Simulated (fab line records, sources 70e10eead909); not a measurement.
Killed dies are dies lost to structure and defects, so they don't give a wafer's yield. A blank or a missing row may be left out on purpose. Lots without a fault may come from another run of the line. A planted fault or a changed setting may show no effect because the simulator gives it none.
Chamber matching | flow nand_harc | NHARC_A_STAIRCASE_DESCUM_312 on rie_diel-04: 4 sister chambers
The step chemistry O2, time 3 s. 16 wafers are shown with their chamber, then 8 later ones without.

WAFERS WITH THEIR CHAMBER
wafer  | chamber | drypump_motor_current_A (A) | showerhead_plenum_p_Torr (Torr) | rf_vpp_V (V)
L074.1 | 1       | 5.8                         | 1.96                            | 58.5
L074.2 | 2       | 5.3                         | 1.95                            | 57.4
L074.4 | 0       | 5.4                         | 1.88                            | 57.3
L078.1 | 3       | 6.2                         | 2.07                            | 58.6
L078.2 | 2       | 5.4                         | 1.94                            | 59.4
L078.6 | 2       | 5.4                         | 1.94                            | 58.7
L080.2 | 2       | 5.4                         | 1.94                            | 59.1
L080.3 | 3       | 6.3                         | 2.07                            | 58.5
L080.5 | 0       | 5.4                         | 1.87                            | 57.6
L082.3 | 2       | 5.4                         | 1.94                            | 59.1
L082.4 | 0       | 5.4                         | 1.87                            | 56.2
L082.5 | 2       | 5.4                         | 1.94                            | 58.0
L084.1 | 0       | 5.4                         | 1.87                            | 58.5
L084.5 | 0       | 5.4                         | 1.87                            | 56.7
L084.6 | 1       | 5.8                         | 1.95                            | 59.1
L091.1 | 3       | 6.3                         | 2.06                            | 58.1

SIGNATURES (means of the wafers above)
reading                  | chamber 0 | chamber 1 | chamber 2 | chamber 3 | scatter within a chamber
drypump_motor_current_A  | 5.400     | 5.800     | 5.383     | 6.267     | 0.0354
showerhead_plenum_p_Torr | 1.8720    | 1.9550    | 1.9417    | 2.0667    | 0.00483
rf_vpp_V                 | 57.260    | 58.800    | 58.617    | 58.400    | 0.728
Rule: a wafer's distance from a chamber is the root of the sum, over the readings, of the square of ((its reading less the chamber's mean) divided by the reading's scatter). The wafer belongs to the nearest chamber; if the next one is less than 2 further off, it can't be placed. The scatter: the root of (the sum of the squares of (reading less its chamber's mean) over the shown wafers, divided by (wafers less chambers)).

WAFERS WITHOUT THEIR CHAMBER
wafer  | drypump_motor_current_A (A) | showerhead_plenum_p_Torr (Torr) | rf_vpp_V (V)
L091.2 | 5.8                         | 1.94                            | 58.3
L091.4 | 5.4                         | 1.86                            | 56.8
L090.1 | 5.4                         | 1.93                            | 58.0
L090.4 | 5.4                         | 1.86                            | 58.6
L090.6 | 5.4                         | 1.93                            | 58.9
L092.2 | 5.4                         | 1.86                            | 59.2
L092.4 | 5.4                         | 1.93                            | 57.8
L092.6 | 5.4                         | 1.93                            | 58.7

WHICH CHAMBER EACH WENT THROUGH
wafer  | from the rows above | in truth
L091.2 | 1                   | 1
L091.4 | 0                   | 0
L090.1 | 2                   | 2
L090.4 | 0                   | 0
L090.6 | 2                   | 2
L092.2 | 0                   | 0
L092.4 | 2                   | 2
L092.6 | 2                   | 2
Placed correctly: 8 of 8. Can't be placed from these rows: 0. Placed wrongly: 0.
